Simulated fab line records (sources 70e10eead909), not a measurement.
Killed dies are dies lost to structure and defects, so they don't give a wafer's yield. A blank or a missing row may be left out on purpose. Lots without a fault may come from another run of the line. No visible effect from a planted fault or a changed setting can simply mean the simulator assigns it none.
8D (eight disciplines) problem report, filled in by code + flow nand harc + the parts of the form that need people (team, actions taken, sign-off) are left out

1. THE ISSUE
Wafers without a fault read 79.8 nm with a standard deviation of 0.49, while cd nm at NHARC_A_M0_CD_MEAS_09 averages 101.0 nm across 3 wafers of 1 lot. That puts it +43 standard deviations away from the usual mean.
The step: target cd 80 nm.
First observed at day 19 04:43: wafer L824.1, on cd sem-01. The record holds 33 wafers of 11 lots with a number at this step. The rule behind "out" and "out of limits": a value lying over 4 standard deviations away from the usual mean. All remaining wafers that have a number are taken as sound.

2. WHAT IT IS; WHAT IT IS NOT
| question                    | is                     | is not                                                                                             |
|-----------------------------|------------------------|----------------------------------------------------------------------------------------------------|
| which readings at this step | cd nm                  | -                                                                                                  |
| which lots                  | L824                   | L817, L820, L821, L822, L826, L832, L834, L835, L837, L838                                         |
| which wafers of those lots  | all that have a number | -                                                                                                  |
| read on which gauges        | cd sem-01              | cd sem-02, cd sem-03                                                                               |
| when                        | from day 19 04:43      | up to then (12 sound wafers); but 18 sound wafers of L826, L832, L834, L835, L837, L838 came after |

3. THE SUSPECTS, EACH WITH WHAT RULES IT OUT
Counting: a tool at a process step up to the reading stays a suspect if it ran every lot that is out and no sound lot after the first of them.
- the gauge at NHARC_A_M0_CD_MEAS_09 has been ruled out. All the wafers that are out were read on cd sem-01, but those of them that NHARC_A_M0_EXPOSE_06 has rows for are out there too, on other tools.
- rie diel-05 at NHARC_A_BLC_STRIP_29 (strips in CF4): ruled out as a lasting fault. Sound lots L835, L837 ran on it after its first lot that is out, L824 (day 19 00:06).
- arfi scanner-02 at NHARC_A_M0_EXPOSE_06 (exposes mask A M0, target cd 80 nm): kept. It ran the lot that is out, L824 (day 19 04:35), and no sound lot after that; its last sound lot up to then is L822 (day 18 09:26). Its own exposure dose mJ cm2 readings are out on those wafers.
Left after counting: arfi scanner-02 at NHARC_A_M0_EXPOSE_06.

4. THE CAUSE (what the simulator had put in)
Drift in process parameters on arfi scanner-02 at NHARC_A_M0_EXPOSE_06, starting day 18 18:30. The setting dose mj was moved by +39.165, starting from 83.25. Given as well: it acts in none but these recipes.
The count eliminated every tool but this one.

5. THE EFFECT CHAIN, in route order
Rows list readings where the struck wafers' mean (over those with a number) sits beyond 3 standard deviations from the usual. Scope: only readings with a usual standard deviation given in the record; hours: median across lots of the time from each lot's start at the first step in this table that gives one to its start at this step; sigmas: change in usual standard deviations.
| hours | step                  | reading              | usual   | on struck wafers | change | sigmas      |
|-------|-----------------------|----------------------|---------|------------------|--------|-------------|
| 0     | NHARC_A_M0_EXPOSE_06  | exposure dose mJ cm2 | 83.22   | 114.52           | +31.30 | +99 or more |
| 0     | NHARC_A_M0_CD_MEAS_09 | cd nm                | 79.8 nm | 101.0            | +21.2  | +43         |
Process steps it contains:
- NHARC_A_M0_EXPOSE_06: exposes mask A M0, target cd 80 nm.
Later steps that measure or inspect, where all struck wafers having a row at the step show a number for every such reading and not one has moved that far: NHARC_A_M0_INSPECT_11.

6. HOW IT WOULD HAVE BEEN CAUGHT EARLIER
Counted from the fault's start at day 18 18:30, it took 10 hours until the first out-of-limits reading at a measuring or inspecting step in this record, taken at day 19 04:43.
Tool's own readings at NHARC_A_M0_EXPOSE_06, exposure dose mJ cm2: out on all struck wafers the step has rows for; an alarm limit on them would have tripped on the first.
By day 19 04:43 the whole set of lots that are out, 1 in number, had already begun NHARC_A_M0_EXPOSE_06 on arfi scanner-02. None of them would have been spared by holding the tool at that moment.
